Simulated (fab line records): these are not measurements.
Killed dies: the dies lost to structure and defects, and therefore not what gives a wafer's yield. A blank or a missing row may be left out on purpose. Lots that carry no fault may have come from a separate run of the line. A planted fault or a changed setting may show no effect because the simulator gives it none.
Chamber matching | flow nand-harc | NHARC_A_BLC_ALD_23 on ald-metal-01: 4 sister chambers
The step deposits TiN, target thk 3 nm, pulse time 1 s, ald cycles 150. 4 wafers are shown with their chamber, then 9 later ones without.

== WAFERS, EACH WITH ITS CHAMBER ==
wafer  | chamber | heater-power-w (W)
L085.3 | 3       | 942
L086.2 | 2       | 1039
L086.5 | 1       | 1012
L086.6 | 0       | 1215

== WAFERS WITHOUT THEIR CHAMBER ==
wafer  | heater-power-w (W)
L090.1 | 1045
L090.3 | 928
L090.5 | 1023
L092.1 | 1037
L092.4 | 1026
L092.5 | 1025
L093.4 | 1066
L093.5 | 1110
L093.6 | 990

== THE CHAMBER EACH PASSED THROUGH ==
wafer  | from the rows above          | in truth
L090.1 | can't be placed: 2 or 1      | 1
L090.3 | 3                            | 3
L090.5 | can't be placed: 1 or 2      | 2
L092.1 | can't be placed: 2 or 1      | 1
L092.4 | can't be placed: 2 or 1      | 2
L092.5 | can't be placed: 1 or 2      | 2
L093.4 | can't be placed: 2 or 1      | 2
L093.5 | can't be placed: 2 or 1 or 0 | 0
L093.6 | can't be placed: 1 or 3 or 2 | 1
Correctly placed: 1 of 9. From these rows, 8 cannot be placed; in 8 the true chamber is one of the candidates. 0 placed wrongly.
How it was worked out, from the rows above alone: a wafer's distance from a chamber is the root of the sum, over the readings, of the square of ((its reading less the chamber's mean) divided by the reading's scatter). The wafer belongs to the nearest chamber; if the next one is less than 2 further off, it can't be placed. Each chamber's mean is taken over the wafers shown for it. The scatter: root of mean squared gap, hidden wafer to nearest shown wafer, with one shown wafer a chamber.
